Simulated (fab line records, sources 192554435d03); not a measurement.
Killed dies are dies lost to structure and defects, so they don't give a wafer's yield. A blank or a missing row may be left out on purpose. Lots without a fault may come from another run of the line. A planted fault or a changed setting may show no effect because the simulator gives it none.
Which tool did it? | flow n5_finfet | 9 lots, 27 wafers sampled, at 6 steps of a route of 1938

WHAT THE GAUGES READ, wafer by wafer
N5_GATE_CUT_INSPECT_26: inspects for defects (darkfield). Usual: raw_defect_count 43, standard deviation 18.
lot  | measured     | on                | raw_defect_count | flag
L934 | day 5 09:38  | defect_inspect-01 | 50 35 52         |
L935 | day 5 15:59  | defect_inspect-01 | 45 19 35         |
L939 | day 7 03:11  | defect_inspect-02 | 42 48 26         |
L944 | day 8 04:50  | defect_inspect-01 | 54 29 38         |
L947 | day 9 03:49  | defect_inspect-02 | 54 55 43         |
L948 | day 9 11:26  | defect_inspect-01 | 44 90 55         |
L949 | day 9 13:08  | defect_inspect-02 | 36 39 50         |
L950 | day 9 20:28  | defect_inspect-01 | 43 55 39         |
L954 | day 10 15:10 | defect_inspect-01 | 87 57 51         |

N5_BEOL_M4_RC_MEAS_101. Usual: DIBL_N 36.3 mV/V, standard deviation 1.2; DIBL_P 36.7 mV/V, standard deviation 1.5; IOFF_N 0.164 nA/um, standard deviation 0.02; IOFF_P 0.214 nA/um, standard deviation 0.024; ION_N 673 uA/um, standard deviation 8.5; ION_P 461 uA/um, standard deviation 5.9; SS_N 71.6 mV/dec, standard deviation 0.44; SS_P 73.3 mV/dec, standard deviation 0.55; VT_N 249.4 mV, standard deviation 2.4; VT_P -250.0 mV, standard deviation 2.3.
lot  | measured     | on        | DIBL_N (mV/V)  | DIBL_P (mV/V)  | IOFF_N (nA/um)    | IOFF_P (nA/um)    | ION_N (uA/um) | ION_P (uA/um) | SS_N (mV/dec)  | SS_P (mV/dec)  | VT_N (mV)         | VT_P (mV)            | flag
L934 | day 8 06:36  | prober-02 | 37.0 35.4 34.7 | 37.7 36.0 35.2 | 0.187 0.150 0.138 | 0.214 0.183 0.173 | 688 673 665   | 461 456 456   | 72.5 71.9 71.7 | 73.3 73.1 72.8 | 246.9 251.1 250.6 | -248.0 -253.8 -253.1 |
L935 | day 8 20:59  | prober-01 | 36.0 36.0 36.9 | 36.0 35.6 37.8 | 0.149 0.144 0.173 | 0.187 0.178 0.210 | 658 661 673   | 446 452 458   | 71.7 71.4 72.4 | 73.1 73.0 73.6 | 253.4 253.4 250.8 | -250.9 -251.6 -251.3 |
L939 | day 10 18:01 | prober-01 | 36.1 35.7 37.2 | 37.7 37.2 39.5 | 0.172 0.164 0.199 | 0.219 0.210 0.248 | 683 677 689   | 464 464 465   | 71.6 72.1 72.6 | 73.4 73.6 75.0 | 248.2 248.6 244.6 | -248.6 -251.2 -247.5 |
L944 | day 11 14:11 | prober-02 | 36.5 37.9 38.2 | 37.6 39.0 39.6 | 0.160 0.177 0.188 | 0.190 0.217 0.213 | 662 671 659   | 452 462 452   | 71.1 71.5 72.3 | 73.3 73.3 73.2 | 250.8 249.7 244.9 | -252.2 -253.4 -249.8 |
L947 | day 12 05:11 | prober-02 | 36.0 34.2 35.2 | 36.7 33.7 34.7 | 0.159 0.129 0.141 | 0.232 0.190 0.192 | 679 670 663   | 466 463 457   | 72.1 71.5 71.1 | 73.3 72.7 72.7 | 249.3 251.4 250.4 | -248.2 -248.6 -251.4 |
L948 | day 12 18:50 | prober-02 | 35.7 35.6 35.6 | 36.6 36.9 36.2 | 0.176 0.173 0.174 | 0.214 0.209 0.202 | 678 675 682   | 460 461 459   | 71.9 72.3 72.5 | 73.4 73.1 73.6 | 248.0 249.2 247.9 | -253.1 -250.9 -251.1 |
L949 | day 12 16:58 | prober-01 | 33.7 32.4 34.8 | 35.5 33.5 36.5 | 0.131 0.114 0.151 | 0.181 0.160 0.200 | 664 662 660   | 459 455 454   | 71.2 71.1 70.9 | 72.7 72.2 73.3 | 252.4 254.5 249.7 | -252.3 -253.9 -249.8 |
L950 | day 12 22:29 | prober-01 | 36.5 35.7 34.4 | 36.7 35.6 34.3 | 0.186 0.168 0.150 | 0.219 0.209 0.187 | 677 691 681   | 459 464 463   | 71.7 71.4 71.3 | 73.8 73.6 73.1 | 248.8 247.4 251.1 | -249.0 -251.4 -252.3 |
L954 | day 13 19:11 | prober-02 | 36.3 36.1 38.6 | 38.1 38.3 40.1 | 0.159 0.160 0.200 | 0.214 0.214 0.258 | 680 672 682   | 465 465 469   | 71.2 71.2 72.3 | 73.8 73.3 74.7 | 251.0 251.5 247.2 | -251.5 -250.7 -249.7 |

WHICH TOOL RAN EACH LOT (tool, then ch and the chambers of the sampled wafers, then the start)
lot  | N5_GATE_CUT_STRIP_21                 | N5_GATE_CUT_CMP_61            | N5_MOL_CONTACT_COAG_COAT_104      | N5_MOL_CONTACT_COAG_ETCH_105
L934 | plasma_asher-02 ch 0,1, day 5 06:58  | cmp-01 ch 1,2,3, day 5 09:26  | litho_track-01 ch 0, day 5 09:40  | rie_diel-01 ch 0,1,3, day 5 10:07
L935 | plasma_asher-01 ch 0,1, day 5 13:13  | cmp-04 ch 0,2,3, day 5 15:47  | litho_track-01 ch 0, day 5 16:01  | rie_diel-03 ch 0,2,3, day 5 16:35
L939 | plasma_asher-02 ch 0,1, day 7 00:08  | cmp-04 ch 0,1,2, day 7 02:58  | litho_track-03 ch 0, day 7 03:14  | rie_diel-01 ch 0,1,3, day 7 03:40
L944 | plasma_asher-02 ch 0,1, day 7 23:16  | cmp-01 ch 1,2,3, day 8 04:36  | litho_track-01 ch 0, day 8 04:52  | rie_diel-04 ch 0,1,2, day 8 06:11
L947 | plasma_asher-02 ch 0,1, day 9 01:03  | cmp-02 ch 0,2,3, day 9 03:35  | litho_track-01 ch 0, day 9 03:51  | rie_diel-04 ch 0,1,3, day 9 04:44
L948 | plasma_asher-02 ch 0,1, day 9 08:45  | cmp-04 ch 1,3, day 9 11:12    | litho_track-03 ch 0, day 9 11:28  | rie_diel-01 ch 2,3, day 9 12:05
L949 | plasma_asher-02 ch 1, day 9 10:28    | cmp-02 ch 1,2,3, day 9 12:58  | litho_track-01 ch 0, day 9 13:10  | rie_diel-04 ch 1,2,3, day 9 13:39
L950 | plasma_asher-02 ch 0,1, day 9 17:43  | cmp-01 ch 1,3, day 9 20:16    | litho_track-05 ch 0, day 9 20:30  | rie_diel-01 ch 0,2,3, day 9 21:04
L954 | plasma_asher-02 ch 0,1, day 10 11:43 | cmp-02 ch 0,1,3, day 10 14:56 | litho_track-05 ch 0, day 10 15:12 | rie_diel-01 ch 0,3, day 10 15:47
- N5_GATE_CUT_STRIP_21: strips in N2/H2, time 30 s.
- N5_GATE_CUT_CMP_61: polishes, stops on SiNx, t overpolish 3 s.
- N5_MOL_CONTACT_COAG_COAT_104: time 60 s, resist thk 12 nm.
- N5_MOL_CONTACT_COAG_ETCH_105: etches SiARC in CF4, target depth 15.6 nm, time 26 s.

WHAT THE TOOLS THEMSELVES READ (means of the sampled wafers that have a number; where no wafer has one, the mark that the record gives instead)
N5_GATE_CUT_STRIP_21. Usual: drypump_motor_current_A 5.83 A, standard deviation 0.057; heater_power_w 356 W, standard deviation 39.
lot  | tool            | drypump_motor_current_A (A) | heater_power_w (W) | flag
L934 | plasma_asher-02 | 5.79                        | 359                |
L935 | plasma_asher-01 | 5.86                        | 324                |
L939 | plasma_asher-02 | 5.84                        | 383                |
L944 | plasma_asher-02 | 5.86                        | 386                |
L947 | plasma_asher-02 | 5.81                        | 358                |
L948 | plasma_asher-02 | 5.80                        | 355                |
L949 | plasma_asher-02 | 5.77                        | 327                |
L950 | plasma_asher-02 | 5.88                        | 380                |
L954 | plasma_asher-02 | 5.84                        | 379                |

N5_GATE_CUT_CMP_61. Usual: motor_current_A 12.5 A, standard deviation 1.4; retaining_ring_pressure_frac 0.999, standard deviation 0.0048; slurry_flow_ml_min 150.0, standard deviation 0.49.
lot  | tool   | motor_current_A (A) | retaining_ring_pressure_frac | slurry_flow_ml_min | flag
L934 | cmp-01 | 13.2                | 1.002                        | 149.7              |
L935 | cmp-04 | 11.4                | 1.003                        | 149.5              |
L939 | cmp-04 | 11.9                | 0.999                        | 150.3              |
L944 | cmp-01 | 13.3                | 1.007                        | 150.1              |
L947 | cmp-02 | 12.4                | 0.996                        | 149.8              |
L948 | cmp-04 | 13.7                | 0.997                        | 149.9              |
L949 | cmp-02 | 12.4                | 1.002                        | 150.1              |
L950 | cmp-01 | 13.1                | 0.992                        | 150.2              |
L954 | cmp-02 | 12.4                | 1.000                        | 150.1              |

N5_MOL_CONTACT_COAG_COAT_104. Usual: spin_speed_rpm 1499.8 rpm, standard deviation 1.3.
lot  | tool           | spin_speed_rpm (rpm) | flag
L934 | litho_track-01 | 1500.0               |
L935 | litho_track-01 | 1500.5               |
L939 | litho_track-03 | 1498.6               |
L944 | litho_track-01 | 1242.9               | OFF
L947 | litho_track-01 | 1244.3               | OFF
L948 | litho_track-03 | 1501.5               |
L949 | litho_track-01 | 1242.2               | OFF
L950 | litho_track-05 | 1499.0               |
L954 | litho_track-05 | 1499.9               |

N5_MOL_CONTACT_COAG_ETCH_105. Usual: drypump_motor_current_A 6.0 A, standard deviation 0.41; etch_rf_on_time_s 26.0 s, standard deviation 0.37; oes_product_au 0.67 a.u., standard deviation 0.077; rf_vpp_V 184.3 V, standard deviation 1; showerhead_plenum_p_Torr 2.17 Torr, standard deviation 0.055; throttle_valve_pct 15.68 %, standard deviation 0.15.
lot  | tool        | drypump_motor_current_A (A) | etch_rf_on_time_s (s) | oes_product_au (a.u.) | rf_vpp_V (V) | showerhead_plenum_p_Torr (Torr) | throttle_valve_pct (%) | flag
L934 | rie_diel-01 | 6.4                         | 25.5                  | 0.74                  | 185.3        | 2.20                            | 15.69                  |
L935 | rie_diel-03 | 5.8                         | 26.3                  | 0.61                  | 184.7        | 2.15                            | 15.69                  |
L939 | rie_diel-01 | 6.4                         | 25.8                  | 0.71                  | 184.5        | 2.19                            | 15.71                  |
L944 | rie_diel-04 | 5.4                         | 28.7                  | 0.63                  | 184.7        | 2.16                            | 15.80                  | OFF
L947 | rie_diel-04 | 5.7                         | 28.6                  | 0.69                  | 184.2        | 2.15                            | 15.61                  | OFF
L948 | rie_diel-01 | 6.0                         | 25.8                  | 0.66                  | 184.1        | 2.16                            | 15.57                  |
L949 | rie_diel-04 | 5.7                         | 28.4                  | 0.69                  | 183.7        | 2.15                            | 15.70                  | OFF
L950 | rie_diel-01 | 6.1                         | 25.9                  | 0.69                  | 184.4        | 2.20                            | 15.63                  |
L954 | rie_diel-01 | 6.3                         | 26.4                  | 0.72                  | 184.7        | 2.23                            | 15.68                  |

THE ANSWER, worked out from the rows above alone
Rule: a lot is off if the mean of its wafers that have a number lies more than 3 standard deviations from the usual mean. A lot without any number at a reading at which 4 lots or more have one is off too. The other lots that the step has rows for count as sound. The gauges are gone through in route order, then the tools' own readings, and for those a lot's mean is taken as printed above. The first step at which some lot is off is used, and at that step the reading that is off furthest; a lot without a number counts as furthest.
Off: L944, L947, L949, at N5_MOL_CONTACT_COAG_COAT_104 (spin_speed_rpm).
A tool fits if, at that step or a process step before it, it ran every lot that is off, and no sound lot after the first of them. One fits: litho_track-01 at N5_MOL_CONTACT_COAG_COAT_104. Its last sound lot is L935 (day 5 16:01), its first lot that is off L944 (day 8 04:52): a fault that began between those two fits.
The tool's own readings at N5_MOL_CONTACT_COAG_COAT_104 bear it out: on the lots that are off they differ by more than 5 times the standard deviation of the sound lots' means. spin_speed_rpm reads 1243.1 rpm there against 1499.9 rpm on the sound lots.

WHAT THE SIMULATOR HAD PUT IN
Process parameter drift: litho_track-01, from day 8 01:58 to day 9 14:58, at N5_MOL_CONTACT_COAG_COAT_104. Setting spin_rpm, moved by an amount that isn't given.
Lots struck among those shown: L944, L947, L949. The rule above found the same.
